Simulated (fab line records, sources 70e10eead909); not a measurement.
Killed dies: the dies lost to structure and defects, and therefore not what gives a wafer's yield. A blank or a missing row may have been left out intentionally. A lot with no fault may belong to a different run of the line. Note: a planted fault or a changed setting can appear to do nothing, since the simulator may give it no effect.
Which tool is to blame? || flow nandHarc || 36 wafers from 12 lots sampled at 3 of the route's 1302 steps

== WHAT THE GAUGES SHOWED, per wafer ==
NHARC_P_M1_INSPECT_27.
{"lot": "L075", "measured": "day 6 20:10", "on": "defectInspect-01", "rawDefectCount": "208 240 180"}
{"lot": "L077", "measured": "day 7 11:47", "on": "defectInspect-02", "rawDefectCount": "201 162 150"}
{"lot": "L078", "measured": "day 8 13:01", "on": "defectInspect-02", "rawDefectCount": "300 145 171"}
{"lot": "L081", "measured": "day 9 16:31", "on": "defectInspect-02", "rawDefectCount": "581 382 398"}
{"lot": "L083", "measured": "day 10 03:38", "on": "defectInspect-02", "rawDefectCount": "323 601 414"}
{"lot": "L086", "measured": "day 11 02:44", "on": "defectInspect-02", "rawDefectCount": "287 251 378"}
{"lot": "L087", "measured": "day 12 00:49", "on": "defectInspect-01", "rawDefectCount": "155 197 339"}
{"lot": "L088", "measured": "day 12 12:26", "on": "defectInspect-01", "rawDefectCount": "163 161 177"}
{"lot": "L091", "measured": "day 13 09:06", "on": "defectInspect-02", "rawDefectCount": "577 250 273"}
{"lot": "L093", "measured": "day 14 04:02", "on": "defectInspect-01", "rawDefectCount": "326 187 196"}
{"lot": "L095", "measured": "day 15 02:27", "on": "defectInspect-01", "rawDefectCount": "224 350 313"}
{"lot": "L097", "measured": "day 16 02:08", "on": "defectInspect-01", "rawDefectCount": "289 279 272"}

== WHICH TOOL RAN EACH LOT (tool, then ch and the chambers of the sampled wafers, then the start) ==
{"lot": "L075", "NHARC_P_M0_DESCUM_14": "rieDiel-12 ch 0,2,3, day 6 13:25", "NHARC_P_M0_ETCH_34": "rieDiel-12 ch 0,2,3, day 6 13:31"}
{"lot": "L077", "NHARC_P_M0_DESCUM_14": "rieDiel-13 ch 0,1,3, day 7 05:02", "NHARC_P_M0_ETCH_34": "rieDiel-13 ch 0,2, day 7 05:08"}
{"lot": "L078", "NHARC_P_M0_DESCUM_14": "rieDiel-13 ch 1,3, day 8 06:07", "NHARC_P_M0_ETCH_34": "rieDiel-13 ch 2,3, day 8 06:13"}
{"lot": "L081", "NHARC_P_M0_DESCUM_14": "rieDiel-12 ch 0,1,3, day 9 09:50", "NHARC_P_M0_ETCH_34": "rieDiel-12 ch 1,2,3, day 9 09:55"}
{"lot": "L083", "NHARC_P_M0_DESCUM_14": "rieDiel-13 ch 1,2,3, day 9 20:54", "NHARC_P_M0_ETCH_34": "rieDiel-13 ch 0,1, day 9 20:58"}
{"lot": "L086", "NHARC_P_M0_DESCUM_14": "rieDiel-12 ch 0,2,3, day 10 20:04", "NHARC_P_M0_ETCH_34": "rieDiel-12 ch 0,2,3, day 10 20:09"}
{"lot": "L087", "NHARC_P_M0_DESCUM_14": "rieDiel-12 ch 0,3, day 11 18:07", "NHARC_P_M0_ETCH_34": "rieDiel-12 ch 0,2,3, day 11 18:13"}
{"lot": "L088", "NHARC_P_M0_DESCUM_14": "rieDiel-10 ch 0,3, day 12 04:53", "NHARC_P_M0_ETCH_34": "rieDiel-10 ch 0,3, day 12 04:57"}
{"lot": "L091", "NHARC_P_M0_DESCUM_14": "rieDiel-10 ch 1,3, day 13 02:28", "NHARC_P_M0_ETCH_34": "rieDiel-10 ch 0,1,3, day 13 02:32"}
{"lot": "L093", "NHARC_P_M0_DESCUM_14": "rieDiel-12 ch 0,3, day 13 21:23", "NHARC_P_M0_ETCH_34": "rieDiel-12 ch 2,3, day 13 21:29"}
{"lot": "L095", "NHARC_P_M0_DESCUM_14": "rieDiel-12 ch 0,1,3, day 14 19:47", "NHARC_P_M0_ETCH_34": "rieDiel-12 ch 1,2,3, day 14 19:50"}
{"lot": "L097", "NHARC_P_M0_DESCUM_14": "rieDiel-12 ch 0,1,3, day 15 19:20", "NHARC_P_M0_ETCH_34": "rieDiel-12 ch 0,3, day 15 19:25"}
- NHARC_P_M0_DESCUM_14: chemistry O2, time 3 s.
- NHARC_P_M0_ETCH_34: etches the open film in N2/H2, target depth 40 nm, overetch 12 nm, time 43.94 s.

== THE ANSWER, worked out from the rows above alone ==
Rule: what is usual is taken from the lots themselves. The widest of any qualifying gaps counts: lots, ordered by their means at a reading, are off when they make up no more than a third of the lots, leave a main group of 4 or more, and stand apart from it by 3 or more times the standard deviation of that group's means. Not used: any main group whose means are identical at the precision the tables above print for the reading. A lot without any number at a reading at which 4 lots or more have one is off too. All remaining lots with rows at the step are treated as sound.
Across all readings shown, no lot is off: no conclusion can be drawn from this.

== WHAT THE SIMULATOR HAD PUT IN ==
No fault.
